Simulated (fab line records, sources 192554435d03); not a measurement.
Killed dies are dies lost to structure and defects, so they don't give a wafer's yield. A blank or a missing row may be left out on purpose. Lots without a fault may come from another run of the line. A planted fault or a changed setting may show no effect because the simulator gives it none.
Split-lot experiment | flow n5_finfet | 7 lots, 21 wafers read, on a route of 1938 steps

THE SPLIT
At N5_BEOL_M0_SAQP_PECVD_03 (deposits SiCN from 3MS/NH3, target thk 12 nm, time 21.1 s), the setting time_s was moved away from the recipe's 21.1 s on 6 of the 21 wafers read, by +3.9% to +10.8%. The other wafers ran this setting at the recipe's value.

The reading is taken at the split's own step.

THE READING
SiCN_of_BEOL_M0_SAQP_PECVD_03.thk_nm (the simulator's own value, which no gauge read), in nm, at N5_BEOL_M0_SAQP_PECVD_03 (deposits SiCN from 3MS/NH3, target thk 12 nm, time 21.1 s). The file gives no usual value for it. The 15 wafers here that ran the recipe average 12.1 nm, standard deviation 0.16 nm.

wafer  | tool, chamber at the split | time_s as run, s | against the recipe | SiCN_of_BEOL_M0_SAQP_PECVD_03.thk_nm, nm | against lot-mates on the recipe
L079.2 | pecvd-01, 2                | 21.1             | recipe             | 12                                       | -
L079.3 | pecvd-01, 0,1              | 21.1             | recipe             | 12.2                                     | -
L079.4 | pecvd-01, 0,1              | 21.1             | recipe             | 12.2                                     | -
L081.3 | pecvd-04, 0                | 21.93            | +3.9%              | 12.4                                     | +0.2
L081.5 | pecvd-04, 0                | 21.1             | recipe             | 12.2                                     | -
L081.6 | pecvd-04, 2                | 21.93            | +3.9%              | 12.6                                     | +0.4
L085.1 | pecvd-01, 2                | 21.1             | recipe             | 12                                       | -
L085.4 | pecvd-01, 0                | 21.1             | recipe             | 12.4                                     | -
L085.6 | pecvd-01, 2                | 23.23            | +10.1%             | 13.2                                     | +1.0
L088.2 | pecvd-02, 0                | 21.1             | recipe             | 12.2                                     | -
L088.3 | pecvd-02, 2                | 21.1             | recipe             | 12                                       | -
L088.4 | pecvd-02, 1                | 21.1             | recipe             | 11.8                                     | -
L089.2 | pecvd-02, 0                | 21.1             | recipe             | 12.2                                     | -
L089.6 | pecvd-02, 0                | 21.1             | recipe             | 12.2                                     | -
L089.5 | pecvd-02, 2                | 23.37            | +10.8%             | 13.4                                     | +1.2
L094.2 | pecvd-02, 0                | 21.1             | recipe             | 12                                       | -
L094.3 | pecvd-02, 1                | 22.12            | +4.8%              | 12.2                                     | +0.2
L094.4 | pecvd-02, 0                | 22.12            | +4.8%              | 12.8                                     | +0.8
L096.1 | pecvd-02, 0                | 21.1             | recipe             | 12.2                                     | -
L096.2 | pecvd-02, 2                | 21.1             | recipe             | 12                                       | -
L096.4 | pecvd-02, 0                | 21.1             | recipe             | 12.4                                     | -
Where a row lists several chambers, the file gives one row for several wafers and doesn't say which wafer went through which chamber.

THE FIT
A straight line over all 21 wafers: SiCN_of_BEOL_M0_SAQP_PECVD_03.thk_nm changes by +0.106 nm for each +1% of time_s; r = +0.89; the points scatter about the line by 0.18 nm.
The same after taking each lot's own level away (the mean of its wafers on the recipe; 21 wafers): +0.103 nm for each +1%; r = +0.91; scatter 0.16 nm.
On that fit, the largest move of time_s shifts the reading by 1.1 nm.
The lots' own levels span 12.00 to 12.20 nm, that is 1.3 times the standard deviation above.
So the lot-to-lot level changes the slope little: the two slopes agree.
Check: with one of the wafers moved furthest among these (+10.8%) left out of the fit, the line predicts +1.04 nm for it against its lot-mates. It came out at +1.2 nm against them.

OTHER SPLITS ON THESE WAFERS
These wafers also went through other splits before the reading. Each is held against what the fit with the lots' levels taken away leaves over:
other split on the same wafers             | wafers away from the commonest value | r with SiCN_of_BEOL_M0_SAQP_PECVD_03.thk_nm (lot level and that fit taken away)
N5_MOL_CONTACT_COAG_ETCH_47 over_etch_frac | 11                                   | -0.26

THE FILE'S OWN FIT
SiCN_of_BEOL_M0_SAQP_PECVD_03.thk_nm changes by +0.104 nm for each +1% of time_s, r = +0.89.
